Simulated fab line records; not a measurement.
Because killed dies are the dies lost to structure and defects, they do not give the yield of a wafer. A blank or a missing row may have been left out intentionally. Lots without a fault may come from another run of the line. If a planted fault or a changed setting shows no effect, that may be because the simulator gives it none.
fab line records | flow n5_finfet
record: lots: 9 wafers: 27 last_day: 18
route steps=1938 shown HKMG_FIN@454 GATE_CUT@467 BEOL_M4@1111 PASSIVATION@1936
lots with no fault: from the same line, run without faults
start_h: the number of hours between the record's first day and the start of the first shown wafer of the lot | wait_h: time in hours since the lot's previous step | " unchanged from the row above | L1.1+2: one row covering several wafers at once | - either no value or no given start | * or withheld: withheld | < > ~ a bound
route shown NAME@n: NAME is a module with steps in the file, n the number in the route of the first one | usual: mean/standard deviation of fault-free wafers | same: alike in all rows | chamber/n: place in a boat | sites: each site's reading | _std_site: standard deviation of those values | _edge_site: inner sites' mean taken away from outer sites' mean | radius_mm: how far each site lies from the wafer's centre | mask NAME#n: copy n | behind: tool/chamber where the wafer was last shaped | hold: why the lot was held/for how many hours/how that ended | device: the transistor (n, p or np) that didn't switch | end of line: tests of these same wafers at the route's end | step lacking rows: just its recipe | killed: the dies lost at the first sort to structure and to defects; this is not the yield of the wafer | map: shows each die of a wafer: x if killed, . if not, _ if none is there
set.NAME: the setting as run; set.NAME@STEP: as run at that earlier step | model.NAME: the simulator's own value behind a step, which no gauge read
one table for each step of the route and one row for each wafer, over a sample of lots
services: from which hour (start_h, from the record's first day; less than 0 if before it) a tool's chamber was out of use, for how many hours, and why
== steps ==
step: N5_HKMG_FIN_ETCHBACK_68
recipe: chemistry: Cl2/Ar stop_on: HfO2 target_depth_a: 5 pressure_mtorr: 10 icp_w: 600 bias_w: 60 Cl2_flow_sccm: 40 Ar_flow_sccm: 60
usual: bias_w: 59.98/0.18 drypump_motor_current_A: 5.6/0.46 oes_product_au: 0.74/0.1 throttle_valve_pct: 20.78/0.22
columns lot.wafer tool chamber start_h wait_h bias_w drypump_motor_current_A oes_product_au rf_hours_counter_h throttle_valve_pct
L620.1 rie_metal-01 0 78.87 0.0 59.83 5.5 0.63 103 20.85
L620.2 " 1 " " 60.18 5.0 0.79 35 20.80
L620.3 " 1 " " 60.36 5.0 0.79 - 20.80
L622.2 rie_metal-01 1 88.26 0.0 59.74 5.1 0.79 35 20.78
L622.4 " 1 " " 59.88 5.1 0.79 - 20.81
L622.5 " 0 " " 59.75 5.5 0.63 - 20.86
L624.2 rie_metal-01 1 107.57 0.0 59.90 5.0 0.79 37 20.78
L624.4 " 1 " " 59.88 5.0 0.80 - 20.80
L624.6 " 0 " " 59.90 5.5 0.63 - 20.86
L625.3 rie_metal-01 1 112.78 0.1 60.07 5.0 0.78 - 20.80
L625.4 " 1 " " 59.98 5.0 0.78 - 20.80
L625.5 " 1 " " 60.03 5.0 0.79 - 20.80
L627.1 rie_metal-01 1 123.84 0.0 59.82 5.0 0.78 39 20.81
L627.4 " 0 " " 60.17 5.5 0.61 - 20.87
L627.5 " 1 " " 59.67 5.0 0.76 - 20.83
L631.4 rie_metal-03 1 146.21 0.1 59.87 6.0 0.78 - 20.77
L631.5 " 0 " " 59.60 6.3 0.78 - 20.51
L631.6 " 1 " " 59.86 6.0 0.78 - 20.77
L637.1 rie_metal-01 0 184.03 0.0 60.04 5.5 0.62 109 20.87
L637.3 " 0 " " 59.65 5.5 0.61 - 20.89
L637.5 " 1 " " 60.24 5.0 0.78 - 20.81
L641.2 rie_metal-03 1 203.93 0.0 60.28 6.0 0.75 42 20.78
L641.5 " 0 " " 59.96 6.3 0.77 - 20.50
L641.6 " 1 " " 60.28 6.0 0.76 - 20.79
L642.2 rie_metal-03 0 211.81 0.0 59.78 6.3 0.76 40 20.51
L642.3 " 0 " " 59.90 6.3 0.76 - 20.51
L642.5 " 1 " " 59.91 6.0 0.76 - 20.79
step: N5_HKMG_FIN_ALD_72
recipe: material: W target_thk_a: 20 temp_c: 300 pressure_torr: 7.5 ald_precursor_family: WF6 ald_co_reactant: B2H6 pulse_time_s: 1 purge_time_s: 2 co_reactant_purge_time_s: 2 co_reactant_pulse_time_s: 3 ald_cycles: 7
usual: heater_power_w: 482/39 precursor_pulse_height_rel: 0.998/0.019
columns lot.wafer tool chamber start_h wait_h heater_power_w precursor_pulse_height_rel
L620.1 cvd_w-02 0 79.75 0.2 509 1.010
L620.2 " 0 " " 498 0.993
L620.3 " 0 " " 482 1.037
L622.2 cvd_w-01 0 89.15 0.2 429 0.996
L622.4 " 0 " " 432 0.983
L622.5 " 0 " " 427 0.986
L624.2 cvd_w-01 0 108.46 0.2 427 0.988
L624.4 " 0 " " 418 1.013
L624.6 " 1 " " 517 1.019
L625.3 cvd_w-01 0 113.72 0.2 423 1.015
L625.4 " 1 " " 529 0.991
L625.5 " 0 " " 420 0.985
L627.1 cvd_w-01 0 124.97 0.2 423 0.968
L627.4 " 1 " " 525 0.976
L627.5 " 0 " " 421 1.024
L631.4 cvd_w-01 0 147.07 0.0 427 0.996
L631.5 " 1 " " 527 0.972
L631.6 " 0 " " 435 0.993
L637.1 cvd_w-01 1 184.92 0.2 521 0.992
L637.3 " 1 " " 518 1.014
L637.5 " 1 " " 517 1.015
L641.2 cvd_w-02 1 204.81 0.2 485 1.019
L641.5 " 0 " " 496 1.031
L641.6 " 1 " " 498 1.002
L642.2 cvd_w-01 1 212.69 0.2 523 0.984
L642.3 " 1 " " 527 1.009
L642.5 " 0 " " 416 0.983
step: N5_HKMG_FIN_CMP_94
recipe: stop_on: SiNx post_cmp_clean: w_dilute_nh4oh t_overpolish_s: 4.7 down_force_psi: 4 platen_rpm: 50.289 pad_velocity_m_s: 1.0006 target_thk_nm: 43.299
usual: motor_current_A: 12.1/1.3 platen_rpm: 50.29/0.037 slurry_filter_dp_kPa: 13.52/0.13
columns lot.wafer tool chamber start_h wait_h motor_current_A platen_rpm slurry_filter_dp_kPa
L620.3 cmp-03 2 80.49 0.4 11.4 50.28 13.57
L620.2 " 0 " " 10.9 50.30 13.69
L620.1 " 1 " " 14.7 50.32 13.46
L622.4 cmp-03 0 89.86 0.3 10.6 50.26 13.60
L622.2 " 1 " " 13.8 50.30 13.40
L622.5 " 2 " " 12.5 50.24 13.63
L624.4 cmp-03 3 109.11 0.4 13.0 50.28 13.45
L624.2 " 0 " " 11.0 50.26 13.64
L624.6 " 3 " " 12.6 50.28 13.49
L625.3 cmp-03 2 114.37 0.4 12.4 50.27 13.48
L625.4 " 1 " " 14.3 50.34 13.30
L625.5 " 3 " " 12.7 50.28 13.77
L627.1 cmp-03 0 125.62 0.4 10.5 52.28 13.54
L627.4 " 1 " " 14.5 50.30 13.64
L627.5 " 0 " " 10.8 52.24 13.46
L631.4 cmp-03 3 147.70 0.4 13.0 50.31 13.71
L631.6 " 3 " " 12.2 50.31 13.32
L631.5 " 0 " " 10.8 52.31 13.68
L637.1 cmp-04 2 185.65 0.3 12.0 50.27 13.49
L637.3 " 3 " " 13.4 50.28 13.52
L637.5 " 0 " " 11.4 50.30 13.58
L641.2 cmp-01 3 205.46 0.4 13.7 50.28 13.44
L641.6 " 3 " " 12.8 50.27 13.35
L641.5 " 0 " " 13.5 50.32 13.39
L642.3 cmp-03 1 213.40 0.3 13.9 50.32 13.50
L642.2 " 2 " " 11.7 50.24 13.51
L642.5 " 3 " " 13.2 50.27 13.67
step: N5_GATE_CUT_ETCHBACK_30
recipe: chemistry: Cl2/Ar target: TiN target_depth_a: 30 mode: isotropic pressure_mtorr: 10 icp_w: 600 bias_w: 60 Cl2_flow_sccm: 40 Ar_flow_sccm: 60
usual: bias_w: 59.97/0.19 drypump_motor_current_A: 5.6/0.45 oes_product_au: 0.75/0.099 throttle_valve_pct: 20.78/0.2
columns lot.wafer tool chamber start_h wait_h bias_w drypump_motor_current_A oes_product_au rf_hours_counter_h throttle_valve_pct
L620.1 rie_metal-01 1 80.97 0.1 60.06 5.0 0.80 35 20.80
L620.2 " 0 " " 60.04 5.6 0.62 104 20.85
L620.3 " 1 " " 59.97 5.1 0.81 - 20.78
L622.2 rie_metal-02 0 90.29 0.1 59.66 5.2 0.94 9 20.56
L622.4 " 0 " " 59.97 5.2 0.93 - 20.58
L622.5 " 1 " " 59.89 5.4 0.61 - 21.17
L624.2 rie_metal-01 0 109.58 0.1 59.71 5.5 0.63 106 20.84
L624.4 " 0 " " 59.93 5.5 0.63 - 20.85
L624.6 " 0 " " 59.92 5.5 0.62 - 20.85
L625.3 rie_metal-01 1 115.07 0.1 59.74 5.0 0.80 - 20.79
L625.4 " 1 " " 59.51 5.1 0.79 - 20.78
L625.5 " 1 " " 59.61 5.0 0.80 - 20.78
L627.1 rie_metal-03 0 126.10 0.1 59.68 6.3 0.80 30 20.49
L627.4 " 1 " " 60.24 6.0 0.77 - 20.76
L627.5 " 0 " " 60.12 6.3 0.80 - 20.48
L631.4 rie_metal-02 1 148.19 0.0 59.75 5.4 0.60 - 21.17
L631.5 " 0 " " 60.12 5.2 0.91 - 20.60
L631.6 " 1 " " 59.96 5.4 0.60 - 21.17
L637.1 rie_metal-03 0 186.07 0.1 59.92 6.3 0.78 37 20.50
L637.3 " 1 " " 60.00 6.0 0.76 - 20.79
L637.5 " 0 " " 59.92 6.3 0.78 - 20.51
L641.2 rie_metal-03 1 205.99 0.1 60.06 6.0 0.76 42 20.77
L641.5 " 0 " " 59.74 6.3 0.78 - 20.50
L641.6 " 1 " " 59.84 6.0 0.75 - 20.76
L642.2 rie_metal-01 1 213.82 0.1 59.96 5.0 0.77 46 20.80
L642.3 " 1 " " 60.09 5.0 0.78 - 20.81
L642.5 " 1 " " 60.20 5.0 0.78 - 20.78
step: N5_BEOL_M4_RC_MEAS_101
usual: DIBL_N: 36.2/2.4 DIBL_P: 36.2/2.6 IOFF_N: 0.16/0.045 IOFF_P: 0.21/0.046 ION_N: 674/17 ION_P: 463/11 SS_N: 71.5/0.77 SS_P: 73.1/0.76 VT_N: 250/3.9 VT_P: -250/3.9
columns lot.wafer tool chamber start_h wait_h DIBL_N[mV/V] DIBL_P[mV/V] IOFF_N[nA/um] IOFF_P[nA/um] ION_N[uA/um] ION_P[uA/um] SS_N[mV/dec] SS_P[mV/dec] VT_N[mV] VT_P[mV]
L620.1 prober-02 0 165.46 0.0 39.4 39.7 0.20 0.27 685 474 72.3 73.8 249 -244
L620.2 " 0 " " 37.9 38.3 0.16 0.24 692 480 71.5 72.9 249 -249
L620.3 " 0 " " 40.5 40.5 0.22 0.30 695 473 71.9 74.1 247 -245
L622.2 prober-01 0 165.86 0.2 34.6 37.3 0.13 0.16 646 439 71.7 73.4 258 -258
L622.4 " 0 " " 32.8 36.1 0.12 0.15 677 470 71.7 72.2 253 -257
L622.5 " 0 " " 31.4 34.6 0.10 0.14 658 457 70.6 72.7 255 -258
L624.2 prober-01 0 185.97 0.2 37.8 36.7 0.15 0.17 669 445 72.4 73.7 253 -258
L624.4 " 0 " " 38.2 37.9 0.16 0.20 678 464 71.1 74.5 250 -256
L624.6 " 0 " " 36.8 35.4 0.12 0.16 644 438 72.1 73.0 257 -257
L625.3 prober-01 0 188.56 0.3 35.7 35.2 0.16 0.19 665 452 71.9 72.6 251 -254
L625.4 " 0 " " 33.3 34.2 0.12 0.17 652 453 70.8 72.6 254 -253
L625.5 " 0 " " 34.0 35.0 0.12 0.19 651 457 70.7 72.9 256 -251
L631.4 prober-01 0 248.01 0.5 34.0 34.1 0.12 0.19 670 472 70.7 72.3 253 -249
L631.5 " 0 " " 34.9 35.0 0.13 0.20 666 468 70.3 72.8 253 -247
L631.6 " 0 " " 33.6 33.5 0.12 0.19 670 471 70.2 72.8 252 -250
L637.1 prober-02 0 276.63 0.0 37.7 38.1 0.20 0.25 704 477 71.0 74.4 247 -249
L637.3 " 0 " " 38.0 37.1 0.19 0.23 680 468 71.1 73.9 249 -250
L637.5 " 0 " " 38.6 38.9 0.20 0.26 692 468 72.1 73.7 247 -247
L641.2 prober-01 0 300.46 0.2 34.8 33.8 0.12 0.17 681 468 71.7 72.6 251 -254
L641.5 " 0 " " 37.0 35.0 0.15 0.19 644 444 71.8 72.1 253 -253
L641.6 " 0 " " 40.3 41.5 0.24 0.32 707 482 72.2 73.8 243 -244
L642.2 prober-02 0 309.45 0.2 35.4 35.4 0.14 0.22 663 456 70.9 73.0 250 -248
L642.3 " 0 " " 33.3 32.2 0.10 0.17 647 452 70.8 72.6 258 -251
L642.5 " 0 " " 34.5 34.5 0.13 0.21 674 474 71.5 72.9 255 -250
L627.1 prober-01 0 311.19 0.0 33.7 33.3 0.11 0.15 652 452 70.0 72.7 253 -254
L627.4 " 0 " " 34.5 33.1 0.11 0.15 636 440 71.3 72.1 255 -256
L627.5 " 0 " " 35.1 35.1 0.13 0.16 655 451 71.6 72.2 253 -254
step: N5_PASSIVATION_PROBE_49
usual: defect_limited_yield: 91.2/1.4 killed_at_M0_to_M3: 33/9.5 killed_at_M4_up: 13/4.7 killed_at_contacts: 11/5.3 killed_at_front_end: 42/12 killed_at_other: 5/3.3 killed_dies: 104/17 killed_open: 67/12 killed_short: 33/7.7 sort_bin_5_function: 5.1/0.94 sort_bin_6_memory: 3.3/0.67 sort_bin_8_speed: 0.1/1.3 sort_n_pass: 1074/24 sort_yield_pct: 91.1/2
same: gross_dies: 1180 killed_at_back_side: 0 sort_bin_4_leakage[%]: 0
columns lot.wafer tool chamber start_h wait_h defect_limited_yield[%] killed_at_M0_to_M3 killed_at_M4_up killed_at_contacts killed_at_front_end killed_at_other killed_dies killed_open killed_short sort_bin_5_function[%] sort_bin_6_memory[%] sort_bin_8_speed[%] sort_n_pass sort_yield_pct[%]
L622.2 prober-02 - 243.16 0.1 93.2 26 6 11 31 6 80 53 27 3.6 3.1 0.4 1095 92.8
L622.4 prober-02 - 243.26 0.2 91.2 36 11 11 43 3 104 71 32 5.3 3.3 0 1076 91.2
L622.5 prober-02 - 243.31 0.2 90.8 30 9 15 43 12 109 70 38 5.3 3.6 0 1071 90.8
L620.1 prober-02 - 253.63 0.0 91.8 25 17 5 47 3 97 53 42 4.4 3.1 0 1083 91.8
L620.2 prober-02 - 253.68 0.1 92.0 36 4 11 38 5 94 65 21 5.2 2.3 0 1086 92.0
L620.3 prober-02 - 253.73 0.1 94.7 34 3 3 15 7 62 45 16 3.1 2.0 0 1118 94.7
L624.2 prober-01 - 275.85 0.1 92.2 29 14 6 38 5 92 61 26 3.9 3.5 0 1088 92.2
L624.4 prober-01 - 275.95 0.2 93.6 23 5 6 40 2 76 44 31 3.3 2.9 0 1104 93.6
L624.6 prober-01 - 276.05 0.3 89.7 34 12 6 65 4 121 81 34 5.8 3.6 0.4 1054 89.3
L625.3 prober-01 - 279.41 0.1 89.5 26 12 20 63 3 124 91 32 5.8 4.5 0 1056 89.5
L625.4 prober-01 - 279.46 0.2 93.6 23 14 7 28 3 75 47 26 3.6 2.5 0 1105 93.6
L625.5 prober-01 - 279.51 0.2 92.4 13 18 13 45 1 90 64 26 4.7 3.0 0 1090 92.4
L631.4 prober-02 - 357.10 0.2 88.7 58 16 9 48 2 133 87 42 6.3 4.7 0 1047 88.7
L631.5 prober-02 - 357.15 0.2 90.3 46 15 19 25 9 114 67 41 5.8 3.4 0 1066 90.3
L631.6 prober-02 - 357.20 0.3 90.4 40 9 12 51 1 113 74 36 4.6 4.5 0 1067 90.4
L637.1 prober-01 - 391.96 0.0 89.8 48 18 9 41 4 120 72 48 5.5 4.3 0 1060 89.8
L637.3 prober-01 - 392.06 0.1 92.3 20 7 17 40 7 91 56 34 4.7 2.7 0 1089 92.3
L637.5 prober-01 - 392.16 0.2 90.3 32 14 13 47 8 114 75 35 5.7 3.2 0 1066 90.3
L641.2 prober-01 - 408.00 0.1 91.4 33 14 2 49 3 101 67 32 5.4 2.8 0 1079 91.4
L641.5 prober-01 - 408.15 0.2 91.7 21 16 4 56 1 98 72 25 4.5 3.7 0.5 1076 91.2
L641.6 prober-01 - 408.20 0.3 91.6 29 13 3 53 1 99 81 18 5.3 2.9 0 1081 91.6
L642.2 prober-01 - 419.05 0.1 89.5 33 24 9 53 5 124 87 30 5.1 4.9 0 1056 89.5
L642.3 prober-01 - 419.10 0.1 90.8 45 9 13 40 2 109 73 36 5.8 3.3 0.1 1070 90.7
L642.5 prober-01 - 419.20 0.2 89.5 23 20 12 68 1 124 86 35 7.1 3.4 0 1056 89.5
L627.1 prober-01 - 423.76 0.0 91.9 47 9 9 24 7 96 59 36 4.8 2.9 0.1 1083 91.8
L627.4 prober-01 - 423.91 0.2 91.9 41 15 8 30 2 96 60 28 5.1 2.1 0.3 1080 91.5
L627.5 prober-01 - 423.96 0.2 93.4 23 6 14 34 1 78 42 23 2.8 2.5 0 1102 93.4
killed by level:class
L622.2 STI_FIN_REVEAL:geometric_particle:open=10 MOL_CONTACT_COAG:geometric_particle:open=8 BEOL_M0_SAQP:geometric_particle:short=6 BEOL_M0_SAQP:geometric_particle:open=5 BEOL_M2:geometric_particle:open=5 BEOL_M3:geometric_particle:open=5 FIN_SAQP:geometric_particle:short=4 GATE_CUT:geometric_particle:short=4
L622.4 GATE_CUT:geometric_particle:short=9 GATE_CUT:geometric_particle:open=9 MOL_CONTACT_COAG:geometric_particle:open=9 BEOL_M0_SAQP:geometric_particle:open=8 BEOL_M1:geometric_particle:open=8 FIN_SAQP:geometric_particle:short=6 BEOL_M2:geometric_particle:open=6 BEOL_M0:geometric_particle:open=5
L622.5 FIN_SAQP:geometric_particle:short=12 MOL_CONTACT_COAG:geometric_particle:open=12 FIN_SAQP:geometric_particle:open=7 STI_FIN_REVEAL:geometric_particle:open=6 BEOL_M0_SAQP:geometric_particle:open=6 BEOL_M3:geometric_particle:open=6 BEOL_M4:geometric_particle:open=5 MIM_TOP_ETCH:geometric_particle:open=5
L620.1 FIN_SAQP:geometric_particle:short=13 BEOL_M2:geometric_particle:open=11 BEOL_M4:geometric_particle:open=7 FIN_SAQP:geometric_particle:open=6 GATE_CUT:geometric_particle:short=5 STARTING-WAFER:geometric_particle:short=5 BEOL_M4:geometric_particle:short=4 BEOL_M3:geometric_particle:open=3
L620.2 FIN_SAQP:geometric_particle:open=10 BEOL_M2:geometric_particle:open=10 MOL_CONTACT_COAG:geometric_particle:open=9 FIN_SAQP:geometric_particle:short=6 DUMMY_GATE:geometric_particle:open=6 BEOL_M1:geometric_particle:open=5 HKMG_FIN:area_etch=5 STI_FIN_REVEAL:geometric_particle:open=4
L620.3 BEOL_M2:geometric_particle:open=11 BEOL_M3:geometric_particle:open=7 BEOL_M1:geometric_particle:open=6 PASS1_CAP:geometric_particle:short=6 FIN_SAQP:geometric_particle:open=5 BEOL_M0:geometric_particle:open=4 MOL_CONTACT_COAG:geometric_particle:open=3 BEOL_M0_SAQP:geometric_particle:short=3
L624.2 STI_FIN_REVEAL:geometric_particle:open=13 BEOL_M3:geometric_particle:open=7 MOL_CONTACT_COAG:geometric_particle:open=6 BEOL_M0_SAQP:geometric_particle:short=6 DUMMY_GATE:geometric_particle:open=5 FIN_SAQP:geometric_particle:open=4 BEOL_M7:geometric_particle:open=4 STI_FIN_REVEAL:geometric_particle:short=4
L624.4 STI_FIN_REVEAL:geometric_particle:open=8 FIN_SAQP:geometric_particle:open=5 BEOL_M3:geometric_particle:short=5 STARTING-WAFER:geometric_particle:open=5 BEOL_M0:geometric_particle:open=4 MOL_CONTACT_COAG:geometric_particle:open=4 BEOL_M2:geometric_particle:short=4 BEOL_M3:geometric_particle:open=4
L624.6 STI_FIN_REVEAL:geometric_particle:open=20 BEOL_M3:geometric_particle:open=12 FIN_SAQP:geometric_particle:short=8 DUMMY_GATE:geometric_particle:open=6 MOL_CONTACT_COAG:geometric_particle:open=6 BEOL_M2:geometric_particle:open=6 FIN_SAQP:geometric_particle:open=5 BEOL_M4:geometric_particle:open=5
L625.3 STI_FIN_REVEAL:geometric_particle:open=18 MOL_CONTACT_COAG:geometric_particle:open=16 ILD0:geometric_particle:short=8 BEOL_M2:geometric_particle:open=8 BEOL_M3:geometric_particle:open=8 BEOL_M4:geometric_particle:open=8 GATE_CUT:geometric_particle:short=6 GATE_CUT:geometric_particle:open=6
L625.4 DUMMY_GATE:geometric_particle:open=9 MOL_CONTACT_COAG:geometric_particle:open=6 BEOL_M3:geometric_particle:open=6 GATE_CUT:geometric_particle:short=5 BEOL_M0_SAQP:geometric_particle:short=5 BEOL_M4:geometric_particle:open=5 ILD0:geometric_particle:short=4 BEOL_M2:geometric_particle:open=4
L625.5 STI_FIN_REVEAL:geometric_particle:open=14 MOL_CONTACT_COAG:geometric_particle:open=11 FIN_SAQP:geometric_particle:short=8 BEOL_M4:geometric_particle:open=6 BEOL_M5:geometric_particle:open=6 GATE_CUT:geometric_particle:open=5 BEOL_M2:geometric_particle:open=4 FIN_SAQP:geometric_particle:open=3
L631.4 STI_FIN_REVEAL:geometric_particle:open=17 BEOL_M0_SAQP:geometric_particle:open=16 BEOL_M0_SAQP:geometric_particle:short=13 FIN_SAQP:geometric_particle:open=7 BEOL_M4:geometric_particle:open=7 MOL_CONTACT_COAG:geometric_particle:open=7 STI_FIN_REVEAL:geometric_particle:short=7 STARTING-WAFER:geometric_particle:open=7
L631.5 MOL_CONTACT_COAG:geometric_particle:open=13 BEOL_M3:geometric_particle:short=11 STI_FIN_REVEAL:geometric_particle:open=10 BEOL_M0_SAQP:geometric_particle:open=10 BEOL_M0_SAQP:geometric_particle:short=8 BEOL_M1:geometric_particle:open=8 MOL_CONTACT_COAG:geometric_particle:short=6 PASS1_DEP:geometric_particle:open=5
L631.6 STI_FIN_REVEAL:geometric_particle:open=20 FIN_SAQP:geometric_particle:open=10 MOL_CONTACT_COAG:geometric_particle:open=9 BEOL_M0_SAQP:geometric_particle:short=7 BEOL_M2:geometric_particle:open=7 BEOL_M0_SAQP:geometric_particle:open=5 BEOL_M1:geometric_particle:short=5 BEOL_M3:geometric_particle:open=5
L637.1 FIN_SAQP:geometric_particle:open=12 BEOL_M0_SAQP:geometric_particle:short=12 BEOL_M4:geometric_particle:open=9 BEOL_M0_SAQP:geometric_particle:open=9 BEOL_M1:geometric_particle:open=9 MOL_CONTACT_COAG:geometric_particle:open=8 BEOL_M3:geometric_particle:open=8 FIN_SAQP:geometric_particle:short=7
L637.3 MOL_CONTACT_COAG:geometric_particle:open=14 FIN_SAQP:geometric_particle:open=9 STI_FIN_REVEAL:geometric_particle:open=6 BEOL_M0_SAQP:geometric_particle:short=6 DUMMY_GATE:geometric_particle:open=5 FIN_SAQP:geometric_particle:short=4 BEOL_M0_SAQP:geometric_particle:open=4 STARTING-WAFER:geometric_particle:short=4
L637.5 FIN_SAQP:geometric_particle:open=15 MOL_CONTACT_COAG:geometric_particle:open=12 FIN_SAQP:geometric_particle:short=9 STI_FIN_REVEAL:geometric_particle:open=9 BEOL_M3:geometric_particle:open=9 BEOL_M1:geometric_particle:open=6 GATE_CUT:geometric_particle:short=5 BEOL_M3:geometric_particle:short=4
L641.2 FIN_SAQP:geometric_particle:open=17 BEOL_M3:geometric_particle:open=14 FIN_SAQP:geometric_particle:short=11 GATE_CUT:geometric_particle:short=4 BEOL_M0_SAQP:geometric_particle:open=4 BEOL_M4:geometric_particle:open=4 BEOL_M4:geometric_particle:short=4 STARTING-WAFER:geometric_particle:open=4
L641.5 FIN_SAQP:geometric_particle:open=29 DUMMY_GATE:geometric_particle:open=10 BEOL_M5:geometric_particle:open=5 FIN_SAQP:geometric_particle:short=4 BEOL_M2:geometric_particle:open=4 BEOL_M3:geometric_particle:open=4 BEOL_M4:geometric_particle:open=4 BEOL_M4:geometric_particle:short=4
L641.6 FIN_SAQP:geometric_particle:open=25 BEOL_M0_SAQP:geometric_particle:open=11 STI_FIN_REVEAL:geometric_particle:open=8 BEOL_M2:geometric_particle:open=7 FIN_SAQP:geometric_particle:short=6 STARTING-WAFER:geometric_particle:open=5 BEOL_M4:geometric_particle:open=4 GATE_CUT:geometric_particle:open=3
L642.2 STI_FIN_REVEAL:geometric_particle:open=16 BEOL_M4:geometric_particle:open=13 FIN_SAQP:geometric_particle:open=11 BEOL_M3:geometric_particle:open=9 BEOL_M0_SAQP:geometric_particle:open=8 MOL_CONTACT_COAG:geometric_particle:open=6 FIN_SAQP:geometric_particle:short=5 DUMMY_GATE:geometric_particle:open=4
L642.3 MOL_CONTACT_COAG:geometric_particle:open=12 STI_FIN_REVEAL:geometric_particle:open=11 BEOL_M2:geometric_particle:open=10 BEOL_M0_SAQP:geometric_particle:short=10 BEOL_M0_SAQP:geometric_particle:open=9 FIN_SAQP:geometric_particle:short=6 FIN_SAQP:geometric_particle:open=5 BEOL_M1:geometric_particle:open=4
L642.5 STI_FIN_REVEAL:geometric_particle:open=19 FIN_SAQP:geometric_particle:open=16 BEOL_M4:geometric_particle:open=10 MOL_CONTACT_COAG:geometric_particle:open=9 GATE_CUT:geometric_particle:short=8 BEOL_M0_SAQP:geometric_particle:short=8 FIN_SAQP:geometric_particle:short=7 BEOL_M0_SAQP:geometric_particle:open=7
L627.1 BEOL_M2:geometric_particle:open=13 BEOL_M0_SAQP:geometric_particle:short=10 MOL_CONTACT_COAG:geometric_particle:open=8 DUMMY_GATE:geometric_particle:open=7 BEOL_M0_SAQP:geometric_particle:open=7 BEOL_M1:geometric_particle:open=5 BEOL_M4:geometric_particle:open=5 FIN_SAQP:geometric_particle:short=4
L627.4 BEOL_M0_SAQP:geometric_particle:open=11 BEOL_M4:geometric_particle:open=10 BEOL_M1:geometric_particle:open=8 BEOL_M2:geometric_particle:open=8 HKMG_FIN:area_etch=8 FIN_SAQP:geometric_particle:short=6 BEOL_M0_SAQP:geometric_particle:short=5 MOL_CONTACT_COAG:geometric_particle:short=5
L627.5 MOL_CONTACT_COAG:geometric_particle:open=12 HKMG_FIN:area_etch=12 BEOL_M0_SAQP:geometric_particle:open=8 FIN_SAQP:geometric_particle:short=6 BEOL_M0_SAQP:geometric_particle:short=4 BEOL_M1:geometric_particle:open=4 FIN_SAQP:geometric_particle:open=2 STI_FIN_REVEAL:geometric_particle:open=2
== services ==
columns tool chamber start_h hours kind
cmp-01 - 59.23 4.1 repair
cvd_w-02 0 62.75 15.4 repair
cvd_w-02 1 62.85 103.0 repair
cvd_w-02 - 87.57 0.8 repair
cvd_w-02 - 109.49 2.8 pm
rie_metal-01 0 111.16 7.1 repair
cvd_w-02 - 125.32 3.8 pm
cmp-03 - 127.42 2.5 repair
cmp-01 - 127.62 1.1 repair
rie_metal-01 - 133.84 1.4 pm
rie_metal-01 - 143.50 28.1 pm
cmp-01 - 173.37 2.0 repair
cmp-03 - 191.33 3.6 pm
cmp-04 - 191.92 2.2 repair
cmp-04 - 201.79 0.5 repair
cvd_w-02 1 202.79 1.5 repair
== key ==
first_sign: step: N5_HKMG_FIN_CMP_94 reading: platen_rpm direction: up sigmas: 54 usual: 50.29 struck: 52.28
effect none on later readings
met_at N5_HKMG_FIN_CMP_94
struck_lots L627,L631
struck_wafers L627.1,L627.5,L631.5
baseline_loss: step: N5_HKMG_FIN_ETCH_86 wafers: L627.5
not_acting_at N5_HKMG_FIN_ETCHBACK_68,N5_HKMG_FIN_ALD_72,N5_GATE_CUT_ETCHBACK_30
onset_between 109.11 125.62
fault: kind: process_parameter_drift tool: cmp-03 chamber: 0 onset_h: 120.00 steps: N5_HKMG_FIN_CMP_94 channel: platen_rpm offset: 2.0116 shape: step end_h: 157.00 acts_in: these_recipes_only stated: 50.289
baseline_loss: these wafers lose ten dies or more at that step, a loss of the line's own and not of a fault; the sort's usual values leave them out
